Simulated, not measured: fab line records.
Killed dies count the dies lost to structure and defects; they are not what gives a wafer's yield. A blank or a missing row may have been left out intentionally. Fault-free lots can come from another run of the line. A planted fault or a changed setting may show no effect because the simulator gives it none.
Chamber matching | flow n5-finfet | 4 sister chambers for N5_SDB_ETCH_18 on rie-diel-01
The step etches SOC in N2/H2, target depth 100 nm, overetch 20 nm, time 150 s. 14 wafers are shown with their chamber, then 7 later ones without.

## WAFERS PAIRED WITH THEIR CHAMBERS
wafer  | chamber | showerhead-plenum-p-Torr (Torr) | throttle-valve-pct (%) | drypump-motor-current-A (A)
L706.3 | 1       | 2.71                            | 17.51                  | 5.6
L706.5 | 3       | 2.67                            | 17.79                  | 6.2
L706.6 | 2       | 2.63                            | 18.15                  | 5.0
L708.1 | 1       | 2.71                            | 17.53                  | 5.6
L708.3 | 2       | 2.63                            | 18.16                  | 5.0
L708.5 | 3       | 2.67                            | 17.79                  | 6.2
L709.2 | 3       | 2.67                            | 17.82                  | 6.2
L709.5 | 0       | 2.44                            | 17.99                  | 5.7
L709.6 | 1       | 2.71                            | 17.54                  | 5.6
L715.3 | 3       | 2.66                            | 17.83                  | 6.2
L715.4 | 2       | 2.62                            | 18.19                  | 5.1
L715.5 | 1       | 2.70                            | 17.54                  | 5.6
L717.2 | 0       | 2.43                            | 18.03                  | 5.6
L717.3 | 3       | 2.66                            | 17.82                  | 6.1

SIGNATURES, as means of the wafers listed above
reading                  | chamber 0 | chamber 1 | chamber 2 | chamber 3 | scatter within a chamber
showerhead-plenum-p-Torr | 2.4350    | 2.7075    | 2.6267    | 2.6660    | 0.00558
throttle-valve-pct       | 18.0100   | 17.5300   | 18.1667   | 17.8100   | 0.0191
drypump-motor-current-A  | 5.650     | 5.600     | 5.033     | 6.180     | 0.0443
Rule: distance of a wafer from a chamber = root of the sum over the readings of ((wafer's reading minus chamber's mean) / reading's scatter) squared. The wafer belongs to the nearest chamber; if the next one is less than 2 further off, it can't be placed. The scatter: take each reading less its chamber's mean, square it, sum over the shown wafers, divide by the number of wafers less the number of chambers, and take the root.

## WAFERS WHOSE CHAMBER IS MISSING
wafer  | showerhead-plenum-p-Torr (Torr) | throttle-valve-pct (%) | drypump-motor-current-A (A)
L717.5 | 2.66                            | 17.84                  | 6.2
L722.1 | 2.69                            | 17.58                  | 5.6
L722.4 | 2.66                            | 17.85                  | 6.2
L722.6 | 2.69                            | 17.59                  | 5.6
L726.1 | 2.61                            | 18.21                  | 5.0
L726.3 | 2.69                            | 17.59                  | 5.6
L726.6 | 2.69                            | 17.60                  | 5.6

## EACH ONE'S CHAMBER
wafer  | from the rows above | in truth
L717.5 | 3                   | 3
L722.1 | 1                   | 1
L722.4 | 3                   | 3
L722.6 | 1                   | 1
L726.1 | 2                   | 2
L726.3 | 1                   | 1
L726.6 | 1                   | 1
7 of 7 placed correctly. Not placeable from these rows: 0. 0 placed wrongly.
